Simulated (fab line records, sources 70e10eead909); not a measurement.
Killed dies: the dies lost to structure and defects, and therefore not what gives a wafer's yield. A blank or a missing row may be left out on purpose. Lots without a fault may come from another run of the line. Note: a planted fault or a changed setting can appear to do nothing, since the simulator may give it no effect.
A lot that was struck, set against a sound lot	flow nand_harc	15 out of 1302 route steps
Sound: the wafers L304.1, L304.2, L304.4. Wafers struck: L316.2, L316.4, L316.6. The cause comes at the end.
Order at every step that has rows: each side's tool, ch and its chambers, its first start. Under that, the readings that differ: sound wafers	struck wafers	difference of the means	sigmas: that difference in standard deviations of wafers without a fault.
alike: same words and numbers on both sides, and readings whose means sit less than 2 such deviations apart. not compared: any withheld reading, any reading some wafer has no value for, any bound like >300 that may hide the same value, and any number with overlapping values for which the record gives no deviation.
The two part at a step that has a row with sigmas, a row that says differs or no value, or rows on one side only. Numbers that don't overlap but have no deviation are shown without sigmas and don't part them. A reading missing from all wafers of one side parts the sides only when that side holds two or more wafers.

first, 8 steps without rows for these wafers: NHARC_P_GATE_DEHYDRATE_51 (time 120 s); NHARC_P_GATE_HMDS_52 (time 30 s); NHARC_P_GATE_COAT_53; NHARC_P_GATE_SOFTBAKE_54 (time 95 s); NHARC_P_GATE_EBR_55; NHARC_P_GATE_EXPOSE_56 (exposes mask P PSD, target cd 720 nm); NHARC_P_GATE_PEB_57 (peb time 85 s); NHARC_P_GATE_DEVELOP_58 (time 70 s).
NHARC_P_GATE_CD_MEAS_59: the cd target is 720 nm.
  sound on cd_sem-02 ch 0, day 6 12:21; struck on cd_sem-03 ch 0, day 11 14:01
  alike: cd_nm
then, 1 step without rows for these wafers: NHARC_P_GATE_HARDBAKE_60 (time 80 s).
NHARC_P_GATE_DESCUM_61: chemistry O2, time 3 s.
  sound on rie_diel-09 ch 0,1,3, day 6 12:31; struck on rie_diel-13 ch 1,2, day 11 14:10
  alike: drypump_motor_current_A, oes_product_au, rf_vpp_V, showerhead_plenum_p_Torr, throttle_valve_pct
  not compared: rf_hours_counter_h
after that, 1 step had no rows for these wafers: NHARC_P_GATE_IMPLANT_62.
NHARC_P_GATE_STRIP_112: strips in N2/H2, time 200 s.
  sound on plasma_asher-01 ch 0,1, day 6 12:53; struck on plasma_asher-01 ch 0,1, day 11 14:34
  no value came back on the struck wafers for drypump_motor_current_A (A), heater_power_w (W), rf_refl_power_W (W); on the sound wafers drypump_motor_current_A (A) reads 5.54 5.79 5.78
  not compared: rf_hours_counter_h
NHARC_P_GATE_STRIP_76: strips in O2.
  sound on plasma_asher-01 ch 0,1, day 6 13:09; struck on plasma_asher-01 ch 0,1, day 11 14:49
  alike: drypump_motor_current_A, heater_power_w, rf_refl_power_W
  not compared: rf_hours_counter_h
NHARC_END_SORT_01:
  the record has rows for the sound wafers here (prober-01 ch 0, day 25 11:32) and none for the struck ones

== WHERE THEY PART ==
Last at NHARC_END_SORT_01 as far as this record goes, first at NHARC_P_GATE_STRIP_112.

WHY: what had been put in by the simulator
At NHARC_P_GATE_STRIP_112, the step was skipped entirely on plasma_asher-01 from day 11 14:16 on. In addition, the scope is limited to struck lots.
